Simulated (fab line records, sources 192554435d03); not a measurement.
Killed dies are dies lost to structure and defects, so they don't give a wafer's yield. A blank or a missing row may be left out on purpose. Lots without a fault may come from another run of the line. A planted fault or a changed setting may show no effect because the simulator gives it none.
fab line records | flow n5_finfet
record lots=4 wafers=12 last_day=18
route steps=1938 shown BEOL_M15@1819 PASS1_DEP@1831 MIM_BOT@1832 MIM_TOP@1834 MIM_TOP_LITHO@1839 PASSIVATION@1936
lots that met no fault: from a run of the same line without faults
start_h: hours from the record's first day to the start of the lot's first wafer shown | wait_h: hours since the lot's step before | " the same as in the row above | L1.1+2: a row that stands for several wafers | - no value, or no start given | * or withheld: withheld | < > ~ a bound
route shown NAME@n: a module of which the file shows steps, and the number in the route of the first | usual: mean/standard deviation of fault-free wafers | same: alike in all rows | chamber/n: place in a boat | sites: the reading at each site | _std_site: their standard deviation | _edge_site: outer sites' mean less inner sites' | radius_mm: how far each site lies from the wafer's centre | mask NAME#n: copy n | behind: the tool/chamber that last shaped the wafer | hold: why the lot was held/for how many hours/how that ended | device: the transistor (n, p or np) that didn't switch | end of line: the same wafers' tests at the end of the route | a step without rows: its recipe alone | killed: dies lost to structure and defects at the first sort, not the wafer's yield | map: a wafer's dies, x killed, . not, _ none there
set.NAME: the setting as run; set.NAME@STEP: as run at that earlier step | model.NAME: the simulator's own value behind a step, which no gauge read
lots at some steps of the route; a table a step, a row a wafer
services: from which hour (start_h, from the record's first day; less than 0 if before it) a tool's chamber was out of use, for how many hours, and why
## steps
# step N5_BEOL_M15_SPUTTER_43
# recipe material=TaN target_thk_a=150 temp_c=50 bias_v=168.6 power_w=15000 chamber_pressure_pa=0.12 time_s=24.19
# step N5_BEOL_M15_SPUTTER_44
# recipe material=Ta target_thk_a=150 temp_c=50 bias_v=80 power_w=15000 chamber_pressure_pa=0.07 time_s=24.19
# step N5_BEOL_M15_SPUTTER_45
# recipe material=Cu target_thk_a=1000 temp_c=-20 bias_v=60 power_w=26000 chamber_pressure_pa=0.13 time_s=16.67
# step N5_BEOL_M15_ECD_47
# recipe material=Cu target_thk_a=18600
# step N5_BEOL_M15_ANNEAL_48
# recipe temp_c=225 time_s=90 ambient=N2
# step N5_BEOL_M15_CMP_49
# recipe stop_on=SiO2 t_overpolish_s=4.9 down_force_psi=2 platen_rpm=80 clearing_platen_down_force_psi=2 clearing_platen_rpm=80 post_cmp_clean=cu_alkaline target_thk_nm=850 clearing_platen_pad_velocity_m_s=1.5917 pad_velocity_m_s=1.5917
# step N5_BEOL_M15_PRE_CLEAN_52
# recipe gas=NH3 time_s=15 temp_c=withheld rf_power_w=300
# step N5_BEOL_M15_DEP_53
# recipe material=SiCN target_thk_a=500 temp_c=withheld precursor=3MS/NH3 pressure_torr=3 rf_w=675 time_s=17.8
# step N5_PASSIVATION_PECVD_00
# recipe material=SiO2 target_thk_a=2000 temp_c=400 precursor=SiH4/N2O pressure_torr=2.7 rf_w=608 time_s=11.2
# usual heater_power_outer_w=338/66 heater_power_w=588/93 showerhead_plenum_p_Torr=8.13/0.097 showerhead_vpp_V=1563/60 susceptor_temp_C=400.06/0.22 throttle_valve_pct=51.5/1.7
# columns lot.wafer tool chamber start_h wait_h heater_power_outer_w heater_power_w showerhead_plenum_p_Torr showerhead_vpp_V susceptor_temp_C throttle_valve_pct
L623.2 pecvd-02 2 299.05 0.7 256 469 7.91 1601 400.09 49.7
L623.5 " 2 " " 267 485 7.91 1576 400.24 49.6
L623.6 " 1 " " 403 662 8.11 1496 399.80 54.1
L637.1 pecvd-02 2 372.02 0.8 236 444 7.95 1559 399.51 50.0
L637.3 " 0 " " 311 549 8.22 1574 399.97 50.5
L637.4 " 1 " " 409 672 8.10 1489 400.48 53.9
L639.4 pecvd-02 1 395.65 0.4 419 672 8.13 1513 400.23 54.0
L639.5 " 1 " " 313 545 8.12 1502 400.15 54.2
L639.6 " 0 " " 350 597 8.21 1598 400.29 50.6
L642.2 pecvd-04 0 412.52 0.7 551 852 8.27 1659 400.19 51.7
L642.4 " 0 " " 553 877 8.25 1676 400.14 51.7
L642.5 " 0 " " 419 709 8.24 1673 399.96 51.9
# step N5_MIM_BOT_DEGAS_01
# recipe ambient=vacuum temp_c=300 time_s=60
# step N5_MIM_BOT_SPUTTER_00
# recipe material=TiN target_thk_a=350 temp_c=200 power_w=3000 chamber_pressure_pa=0.49996 gas=Ar reactive_partial_pa=0.37997 time_s=89.7
# step N5_MIM_TOP_ALD_00
# recipe material=Al2O3 target_thk_a=* temp_c=withheld ald_precursor_family=TMA ald_co_reactant=O3 pulse_time_s=withheld purge_time_s=3 co_reactant_purge_time_s=withheld co_reactant_pulse_time_s=3 ald_cycles=withheld
# step N5_MIM_TOP_ALD_01
# recipe material=HfO2 target_thk_a=56 temp_c=withheld ald_precursor_family=Hf-amide ald_co_reactant=O3 pulse_time_s=1 purge_time_s=3 co_reactant_purge_time_s=2 co_reactant_pulse_time_s=3 ald_cycles=62
# step N5_MIM_TOP_ALD_02
# recipe material=Al2O3 target_thk_a=* temp_c=withheld ald_precursor_family=TMA ald_co_reactant=O3 pulse_time_s=withheld purge_time_s=3 co_reactant_purge_time_s=withheld co_reactant_pulse_time_s=3 ald_cycles=withheld
# step N5_MIM_TOP_DEGAS_04
# recipe ambient=vacuum temp_c=300 time_s=60
# step N5_MIM_TOP_SPUTTER_03
# recipe material=TiN target_thk_a=350 temp_c=200 power_w=3000 chamber_pressure_pa=0.49996 gas=Ar reactive_partial_pa=0.37997 time_s=89.7
# step N5_MIM_TOP_LITHO_HMDS_01
# recipe time_s=60 temp_c=120
# step N5_MIM_TOP_LITHO_COAT_02
# recipe spin_rpm=* resist_thk_nm=*
# step N5_MIM_TOP_LITHO_EBR_04
# recipe solvent=PGMEA ebr_width_mm=1.5
# step N5_MIM_TOP_LITHO_SOFTBAKE_03
# recipe temp_c=100 time_s=90
# step N5_MIM_TOP_LITHO_EXPOSE_05
# recipe mask_id=MIM_TOP na=0.55 source_shape=conventional sigma_outer=0.8 polarization=unpolarized target_cd_nm=2000 dose_mj=20.5
# step N5_MIM_TOP_LITHO_PEB_06
# recipe peb_temp_c=withheld peb_time_s=*
# step N5_MIM_TOP_LITHO_DEVELOP_07
# recipe develop_time_s=60 rinse_liquid=diw dry=air_spin dev_temp_c=21
# step N5_MIM_TOP_LITHO_HARDBAKE_09
# recipe temp_c=130 time_s=120
# step N5_MIM_TOP_LITHO_INSPECT_12
# recipe mode=adi inspect_instrument=macro
# usual raw_defect_count=2.1/1.3
# columns lot.wafer tool chamber start_h wait_h raw_defect_count
L623.2 defect_inspect-02 - 302.97 0.0 2
L623.5 " - " " 1
L623.6 " - " " 2
L637.1 defect_inspect-02 - 376.59 0.0 0
L637.3 " - " " >300
L637.4 " - " " 4
L639.4 defect_inspect-01 - 397.54 0.0 0
L639.5 " - " " 2
L639.6 " - " " >300
L642.2 defect_inspect-02 - 416.51 0.0 3
L642.4 " - " " 2
L642.5 " - " " 1
# step N5_MIM_TOP_LITHO_DESCUM_10
# recipe chemistry=O2 time_s=7.9 source_power_w=50 bias_power_w=20 pressure_mtorr=20 rf_frequency_hz=2.712e+07 temp_c=40 o2_flow_sccm=225
# step N5_PASSIVATION_PROBE_49
# usual defect_limited_yield=91.2/1.4 killed_at_M0_to_M3=34/10 killed_at_M4_up=13/5.1 killed_at_contacts=12/6.5 killed_at_front_end=41/11 killed_at_other=4/3.3 killed_dies=104/16 killed_on_rim=14/3.9 killed_open=69/13 killed_short=33/7 sort_bin_5_function=5.1/0.91 sort_bin_6_memory=3.3/0.69 sort_n_pass=1076/16 sort_yield_pct=91.2/1.4
# same gross_dies=1180 killed_at_back_side=0 sort_bin_4_leakage[%]=0 sort_bin_8_speed[%]=0
# columns lot.wafer tool chamber start_h wait_h defect_limited_yield[%] killed_at_M0_to_M3 killed_at_M4_up killed_at_contacts killed_at_front_end killed_at_other killed_dies killed_on_rim killed_open killed_short sort_bin_5_function[%] sort_bin_6_memory[%] sort_n_pass sort_yield_pct[%]
L623.2 prober-01 - 312.29 0.1 92.9 35 12 6 29 2 84 17 61 23 4.2 2.6 1096 92.9
L623.5 prober-01 - 312.44 0.2 90.8 46 14 4 42 2 108 12 74 34 5.3 3.7 1072 90.8
L623.6 prober-01 - 312.49 0.3 89.2 39 23 20 43 2 127 15 76 49 6.1 4.2 1053 89.2
L637.1 prober-02 - 385.87 0.0 91.0 36 17 6 46 1 106 11 71 35 5.2 3.3 1074 91.0
L637.3 prober-02 - 385.97 0.1 85.2 24 14 6 21 110 175 23 43 25 9.7 3.6 1005 85.2
L637.4 prober-02 - 386.02 0.2 90.7 34 22 5 45 4 110 12 78 30 5.4 3.3 1070 90.7
L639.6 prober-02 - 410.83 0.3 82.6 37 14 7 43 104 205 26 69 32 10.8 4.4 975 82.6
# killed by level:class
L623.2 BEOL_M2:geometric_particle:open=8 FIN_SAQP:geometric_particle:open=7 BEOL_M0_SAQP:geometric_particle:open=7 BEOL_M1:geometric_particle:open=7 MOL_CONTACT_COAG:geometric_particle:open=6 BEOL_M0_SAQP:geometric_particle:short=6 GATE_CUT:geometric_particle:short=5 STI_FIN_REVEAL:geometric_particle:open=4
L623.5 FIN_SAQP:geometric_particle:short=11 BEOL_M2:geometric_particle:open=10 BEOL_M3:geometric_particle:open=9 BEOL_M1:geometric_particle:open=8 BEOL_M0_SAQP:geometric_particle:open=7 FIN_SAQP:geometric_particle:open=6 DUMMY_GATE:geometric_particle:open=6 STI_FIN_REVEAL:geometric_particle:open=5
L623.6 MOL_CONTACT_COAG:geometric_particle:open=17 FIN_SAQP:geometric_particle:short=16 BEOL_M1:geometric_particle:open=13 FIN_SAQP:geometric_particle:open=10 BEOL_M0_SAQP:geometric_particle:short=9 BEOL_M4:geometric_particle:open=5 STARTING-WAFER:geometric_particle:open=5 GATE_CUT:geometric_particle:short=4
L637.1 STI_FIN_REVEAL:geometric_particle:open=10 FIN_SAQP:geometric_particle:short=9 FIN_SAQP:geometric_particle:open=8 BEOL_M1:geometric_particle:open=8 BEOL_M3:geometric_particle:open=7 BEOL_M4:geometric_particle:open=7 BEOL_M2:geometric_particle:open=6 BEOL_M0_SAQP:geometric_particle:short=5
L637.3 PASS1_DEP:unspecified=105 BEOL_M3:geometric_particle:open=9 FIN_SAQP:geometric_particle:short=7 BEOL_M4:geometric_particle:open=6 STI_FIN_REVEAL:geometric_particle:open=4 MOL_CONTACT_COAG:geometric_particle:short=3 MOL_CONTACT_COAG:geometric_particle:open=3 BEOL_M0_SAQP:geometric_particle:short=3
L637.4 BEOL_M4:geometric_particle:open=14 STI_FIN_REVEAL:geometric_particle:open=13 FIN_SAQP:geometric_particle:open=9 BEOL_M3:geometric_particle:open=8 FIN_SAQP:geometric_particle:short=7 BEOL_M0:geometric_particle:open=5 ILD0:geometric_particle:short=4 MOL_CONTACT_COAG:geometric_particle:open=4
L639.6 PASS1_DEP:unspecified=103 STI_FIN_REVEAL:geometric_particle:open=10 BEOL_M0_SAQP:geometric_particle:open=8 MOL_CONTACT_COAG:geometric_particle:open=7 BEOL_M0:geometric_particle:short=7 STI_FIN_REVEAL:geometric_particle:short=6 FIN_SAQP:geometric_particle:short=5 FIN_SAQP:geometric_particle:open=5
# map L637.3 (x killed, . not)
_________________....x.......________________
______________....x.x..........._____________
___________......................x.__________
__________.........................._________
________x............................._______
_______.x...................x.......x..______
______...........x....x...............x._____
_____...............x.....x..............____
____.x..x.............x...x...............___
___........x...........x..............x....__
___.............x...............x..........__
__xx.xxx.xx............................x...x_
__xxxxxxxx................................x._
_xxxxxxxxxxxx.xx..x.............x............
_xxxxxxxxxxx...x............x....x.....x.....
_xxxxxxxxxxx.x...............................
_xxxxxxxxxxxxx........................x.x....
_xxxxxxxxxx..x........x.....x............xx..
_xxxxxxxxxxxxxx........x.........x...........
_.x.xxxxxxxx...x....................x........
_.xxxxxxx.x....x......x.............x...x....
__.x.x...xx......................x.........._
__.............x............................_
___......................................x.__
___..............................x.......x.__
____......x........................x......___
_____..x..............................x..____
______..................x..............._____
_______....................x...........______
________......x.........x............._______
__________.......................x.._________
___________...x....................__________
______________x............x...._____________
_________________...x......x.________________
# map L639.6 (x killed, . not)
_________________.......x....________________
______________............x....._____________
___________..x............x......x.__________
__________.........x................_________
________.....x.....................x.x_______
_______...............x...x......x.....______
______................................x._____
_____..x.x...................x...........____
____............x........................x___
___.x...............x......x...............__
___......x......................xx.........__
__.xxxx.xxxx............................x..._
__xxx.xxxx.xxx.......x....x......xx.......xx_
_xxxxxxxxxxx.x......xx.x.....x...............
_xxxxxxxxxxxxx.......x.x.....................
_xxxxxxxxxxxxx....x.......x......x......xxx..
_xxxxxxxxxxx.x................x..............
_xxxxxxxxxx............x...........x.........
_xxxxxxxxx.x.............................x...
_.xxxxxxxxxx..............xx............x....
_xxxxx.xx..x..x...........xx......xx.......x.
__x.x.x..x..xxx........x..............x...x._
__.x............................xx.........._
___.............x.......x.x................__
___..........x...x.....................x...__
____...x...........xx...............x.....___
_____..............x.......x.............____
______.........x.x.....x................_____
_______x..............xx..x..x.........______
________....................x....x...._______
__________.......x.x.........xx....._________
___________..x........x............__________
______________..........x....x.._____________
_________________............________________
## services
# columns tool chamber start_h hours kind
pecvd-04 - 288.27 0.8 pm
pecvd-02 - 307.65 14.6 pm
pecvd-04 0 319.67 12.2 repair
pecvd-02 0 330.91 2.1 scheduled_down
pecvd-04 0 354.25 5.5 scheduled_down
pecvd-04 2 378.72 11.0 repair
pecvd-04 1 382.65 2.1 scheduled_down
pecvd-02 1 383.30 5.5 scheduled_down
pecvd-04 1 389.78 - clean
pecvd-04 1 389.78 - consumable_replace:showerhead
pecvd-04 1 389.78 29.0 scheduled_down
pecvd-04 1 389.78 29.0 vent_cycle
pecvd-02 2 394.91 2.1 scheduled_down
pecvd-02 0 404.24 21.3 repair
## key
first_sign step=N5_MIM_TOP_LITHO_INSPECT_12 reading=raw_defect_count direction=up sigmas=99+ usual=2.1 struck=>300
effect step=N5_PASSIVATION_PROBE_49 reading=killed_at_other direction=up sigmas=32 usual=4 struck=107
more_kills_born_at N5_PASSIVATION_PECVD_00@pecvd-02=208
met_at N5_PASSIVATION_PECVD_00
struck_wafers L637.3,L639.6
fault kind=chamber_particle_source tool=pecvd-02 chamber=0 onset_h=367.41 steps=N5_PASSIVATION_PECVD_00 rate_per_visit_cm2=0.66496 end_h=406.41
